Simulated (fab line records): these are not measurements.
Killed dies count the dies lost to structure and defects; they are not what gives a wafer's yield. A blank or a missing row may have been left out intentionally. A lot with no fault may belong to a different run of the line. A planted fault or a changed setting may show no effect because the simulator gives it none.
A struck lot beside a sound one / flow nand_harc / 16 out of 1302 route steps
Sound: the wafers L576.2, L576.4, L576.6. Struck: wafer L567.5 (left out: L567.1, L567.4 of the same lot, which were not struck); the cause appears at the end.
Each step with rows lists, per side, the tool, then ch with its chambers, then its first start. Under that, the readings that differ: sound wafers / struck wafers / difference of the means / sigmas: that difference in standard deviations of wafers without a fault.
alike: same words and numbers on both sides, and readings whose means sit less than 2 such deviations apart. not compared: any withheld reading, any reading some wafer has no value for, any bound like >300 that may hide the same value, and any number with overlapping values for which the record gives no deviation.
A row with sigmas, a row that says differs or no value, or rows on one side alone: a step with any of these is where the two part. When numbers do not overlap yet have no deviation, they are printed without sigmas and do not part them. A reading missing from all wafers of one side parts the sides only when that side holds two or more wafers.

NHARC_A_DECK1_JOINT_INSPECT_05:
  sound on defect_inspect-01, day 19 14:08; struck on defect_inspect-02, day 15 07:52
reading=raw_defect_count; sound=737 358 601; struck=249; difference=-316; sigmas=-3
then, no rows for these wafers at 1 step: NHARC_A_ONON_D2_DEP_00 (target thk 1000 nm).
NHARC_A_ONON_D2_THK_MEAS_02: measures by ellipsometry.
  sound on film_metro-01, day 19 14:43; struck on film_metro-02, day 15 08:26
  alike: thk_nm
then, no rows for these wafers at 1 step: NHARC_A_ONON_D2_DEP_03 (target thk 1000 nm).
NHARC_A_ONON_D2_THK_MEAS_05: measures by ellipsometry.
  sound on film_metro-02, day 19 15:16; struck on film_metro-02, day 15 09:01
  alike: thk_nm
then, no rows for these wafers at 1 step: NHARC_A_ONON_D2_DEP_06 (target thk 1000 nm).
NHARC_A_ONON_D2_THK_MEAS_08: measures by ellipsometry.
  sound on film_metro-02, day 19 15:50; struck on film_metro-02, day 15 09:34
reading=thk_nm (nm); sound=996 995 994; struck=1012; difference=+17; sigmas=+2
then, no rows for these wafers at 1 step: NHARC_A_ONON_D2_DEP_09 (target thk 1000 nm).
NHARC_A_ONON_D2_THK_MEAS_11: measures by ellipsometry.
  sound on film_metro-01, day 19 16:24; struck on film_metro-01, day 15 10:08
  alike: thk_nm
then, no rows for these wafers at 1 step: NHARC_A_ONON_D2_DEP_12 (target thk 1000 nm).
NHARC_A_ONON_D2_THK_MEAS_14: measures by ellipsometry.
  sound on film_metro-01, day 19 16:58; struck on film_metro-02, day 15 10:42
reading=thk_nm (nm); sound=1017 1020 1020; struck=994; difference=-25; sigmas=-2
then, 1 step without rows for these wafers: NHARC_A_ONON_D2_ANNEAL_15 (time 3600 s).
NHARC_A_ONON_D2_DEP_16: target thk 1000 nm.
  sound on pecvd_onon-03 ch 0, day 20 00:11; struck on pecvd_onon-03 ch 0, day 15 17:54
NHARC_A_ONON_D2_THK_MEAS_18: measures by ellipsometry.
  sound on film_metro-01, day 20 00:38; struck on film_metro-01, day 15 18:25
reading=thk_nm (nm); sound=1000 997 998; struck=703; difference=-295; sigmas=-25
then, no rows for these wafers at 1 step: NHARC_A_ONON_D2_DEP_19 (target thk 1000 nm).
-- the record jumps here: 12 days lie between the struck wafers' starts before and after (it left off in module A_ONON_D2 and takes up again in module END, whose first step shown is number 1302 of the route) --
NHARC_END_SORT_01:
  sound on prober-01 ch 0, day 30 23:07; struck on prober-02 ch 0, day 27 14:20
reading=killed_at_array; sound=74 91 77; struck=673; difference=+592; sigmas=+27
reading=killed_dies; sound=79 97 80; struck=677; difference=+592; sigmas=+27
  alike: killed_at_other, killed_at_periphery, killed_open, killed_short

## WHERE THEY PART
First at NHARC_A_DECK1_JOINT_INSPECT_05; last, within this record, at NHARC_END_SORT_01.

WHY: what had been put in by the simulator
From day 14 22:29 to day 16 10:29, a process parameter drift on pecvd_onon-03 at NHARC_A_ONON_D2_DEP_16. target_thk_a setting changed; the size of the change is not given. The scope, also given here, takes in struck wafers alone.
